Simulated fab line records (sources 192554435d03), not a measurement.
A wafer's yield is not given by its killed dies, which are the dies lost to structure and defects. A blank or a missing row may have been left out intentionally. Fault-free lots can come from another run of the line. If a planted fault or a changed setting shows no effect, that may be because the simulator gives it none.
Chamber matching ; flow n5Finfet ; 4 sister chambers for N5_BEOL_M7_ALD_77 on aldMetal-04
The step deposits TaN, target thk 2 nm, pulse time 2 s, purge time 3 s. 8 wafers are shown with their chamber, then 7 later ones without.

## WAFERS WITH THEIR CHAMBER
wafer;chamber;heaterPowerW (W)
L076.5;2;366
L082.3;1;375
L082.5;3;351
L084.1;1;370
L084.2;0;374
L084.4;3;343
L087.1;2;367
L087.4;0;381

## WAFERS WHOSE CHAMBER IS MISSING
wafer;heaterPowerW (W)
L087.5;364
L090.1;378
L090.2;372
L090.6;338
L094.1;341
L094.5;342
L094.6;367

## EACH ONE'S CHAMBER
wafer;from the rows above;in truth
L087.5;can't be placed: 2 or 1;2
L090.1;can't be placed: 0 or 1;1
L090.2;can't be placed: 1 or 0 or 2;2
L090.6;3;3
L094.1;3;3
L094.5;3;3
L094.6;can't be placed: 2 or 1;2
Placed correctly: 3 of 7. Cannot be placed on the basis of these rows: 4; the candidates contain the true chamber in 4. 0 placed wrongly.
How it was worked out, from the rows above alone: a wafer's distance from a chamber is the root of the sum, over the readings, of the square of ((its reading less the chamber's mean) divided by the reading's scatter). The wafer belongs to the nearest chamber; if the next one is less than 2 further off, it can't be placed. Each chamber's mean is taken over the wafers shown for it. The scatter: take each reading less its chamber's mean, square it, sum over the shown wafers, divide by the number of wafers less the number of chambers, and take the root.
